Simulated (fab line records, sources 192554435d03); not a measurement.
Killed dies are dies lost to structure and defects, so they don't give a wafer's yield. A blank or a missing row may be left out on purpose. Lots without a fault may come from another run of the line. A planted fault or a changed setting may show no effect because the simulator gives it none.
Split-lot experiment | flow n5_finfet | 7 lots, 21 wafers read, on a route of 1938 steps

THE SPLIT
At N5_SD_EPI_N_COAT_33 (time 60 s, resist thk 35 nm), the setting spin_rpm was moved away from the recipe's 1500 rpm on 7 of the 21 wafers read, by -8.9% to +9.1%. The other wafers ran this setting at the recipe's value.

FROM THE SPLIT TO THE READING: what the file shows between them, 8 steps
- N5_SD_EPI_N_COAT_03: resist thk 150 nm
- N5_SD_EPI_N_EBR_05
- N5_SD_EPI_N_DESCUM_14: chemistry O2, time 7.9 s
- N5_SD_EPI_N_ETCH_34: etches SiARC in CF4, target depth 45.5 nm, time 75.8 s
- N5_SD_EPI_N_ETCH_35: etches SOC in N2/H2, overetch 108 nm, time 486 s
- N5_SD_EPI_N_STRIP_36: strips in N2/H2
- N5_SD_EPI_N_ETCHBACK_44: etches SiNx in CH3F/O2, stops on SiO2, target depth 14.5 nm
- N5_SD_EPI_N_ETCH_45: etches SiOCN in CH3F/O2, target depth 6 nm

THE READING
SiARC_of_SD_EPI_N_COAT_33.thk_nm (the simulator's own value, which no gauge read), in nm, at N5_SD_EPI_N_ETCH_16 (etches SiO2 in CHF3/O2, target depth 5 nm). The file gives no usual value for it. The 14 wafers here that ran the recipe average 12.7 nm, standard deviation 0.48 nm.

wafer  | tool, chamber at the split | spin_rpm as run, rpm | against the recipe | SiARC_of_SD_EPI_N_COAT_33.thk_nm, nm | against lot-mates on the recipe
L075.2 | litho_track-04, 0          | 1500                 | recipe             | 12.8                                 | -
L075.4 | litho_track-04, 0          | 1500                 | recipe             | 13.2                                 | -
L075.5 | litho_track-04, 0          | 1500                 | recipe             | 13.4                                 | -
L077.4 | litho_track-04, 0          | 1500                 | recipe             | 12.4                                 | -
L077.5 | litho_track-04, 0          | 1500                 | recipe             | 12.8                                 | -
L077.6 | litho_track-04, 0          | 1616                 | +7.7%              | 11.4                                 | -1.2
L078.1 | litho_track-05, 0          | 1500                 | recipe             | 12.6                                 | -
L078.3 | litho_track-05, 0          | 1367                 | -8.9%              | 14.4                                 | +1.8
L078.5 | litho_track-05, 0          | 1367                 | -8.9%              | 14.6                                 | +2.0
L081.2 | litho_track-03, 0          | 1500                 | recipe             | 13.2                                 | -
L081.6 | litho_track-03, 0          | 1500                 | recipe             | 13.2                                 | -
L081.5 | litho_track-03, 0          | 1500                 | recipe             | 12.6                                 | -
L082.1 | litho_track-05, 0          | 1636                 | +9.1%              | 11.2                                 | -1.2
L082.4 | litho_track-05, 0          | 1636                 | +9.1%              | 11.2                                 | -1.2
L082.5 | litho_track-05, 0          | 1500                 | recipe             | 12.4                                 | -
L084.2 | litho_track-04, 0          | 1500                 | recipe             | 12.6                                 | -
L084.3 | litho_track-04, 0          | 1500                 | recipe             | 11.6                                 | -
L084.6 | litho_track-04, 0          | 1500                 | recipe             | 12                                   | -
L086.1 | litho_track-04, 0          | 1500                 | recipe             | 12.6                                 | -
L086.2 | litho_track-04, 0          | 1447                 | -3.5%              | 13.8                                 | +1.2
L086.3 | litho_track-04, 0          | 1447                 | -3.5%              | 13.8                                 | +1.2

THE FIT
A straight line over all 21 wafers: SiARC_of_SD_EPI_N_COAT_33.thk_nm changes by -0.189 nm for each +1% of spin_rpm; r = -0.89; the points scatter about the line by 0.44 nm.
The same after taking each lot's own level away (the mean of its wafers on the recipe; 21 wafers): -0.18 nm for each +1%; r = -0.94; scatter 0.32 nm.
On that fit, the largest move of spin_rpm shifts the reading by 1.6 nm.
The lots' own levels span 12.07 to 13.13 nm, that is 2.2 times the standard deviation above.
So the lot-to-lot level changes the slope little: the two slopes agree.
Check: with one of the wafers moved furthest among these (+9.1%) left out of the fit, the line predicts -1.6 nm for it against its lot-mates. It came out at -1.2 nm against them.

OTHER SPLITS ON THESE WAFERS
These wafers also went through other splits before the reading. Each is held against what the fit with the lots' levels taken away leaves over:
other split on the same wafers  | wafers away from the commonest value | r with SiARC_of_SD_EPI_N_COAT_33.thk_nm (lot level and that fit taken away)
N5_WELL_APT_COAT_19 spin_rpm    | 7                                    | +0.12
N5_FIN_SAQP_EXPOSE_13 dose_mj   | 8                                    | -0.06
N5_FIN_SAQP_PEB_14 peb_time_s   | 6                                    | -0.14
N5_DUMMY_GATE_EXPOSE_12 dose_mj | 3                                    | -0.09

THE WHOLE CHAIN: every reading that the file lists as answering this split, in the file's order
step                | what it does                                           | reading                                                                                   | change (the file's fit)               | r (the file's)
N5_SD_EPI_N_COAT_33 | time 60 s, resist thk 35 nm                            | SiARC_of_SD_EPI_N_COAT_33.thk_nm (the simulator's own value, which no gauge read)         | -0.174 nm for each +1% of the setting | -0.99
N5_SD_EPI_N_ETCH_34 | etches SiARC in CF4, target depth 45.5 nm, time 75.8 s | etch.depth_nm (the simulator's own value, which no gauge read)                            | -0.173 nm for each +1% of the setting | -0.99
N5_SD_EPI_N_ETCH_34 | etches SiARC in CF4, target depth 45.5 nm, time 75.8 s | CAR-ArF-block_of_SD_EPI_N_COAT_03.thk_nm (the simulator's own value, which no gauge read) | +0.157 nm for each +1% of the setting | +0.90
N5_SD_EPI_N_ETCH_16 | etches SiO2 in CHF3/O2, target depth 5 nm              | SiARC_of_SD_EPI_N_COAT_33.thk_nm (the simulator's own value, which no gauge read)         | -0.177 nm for each +1% of the setting | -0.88

THE FILE'S OWN FIT
SiARC_of_SD_EPI_N_COAT_33.thk_nm changes by -0.177 nm for each +1% of spin_rpm, r = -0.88.
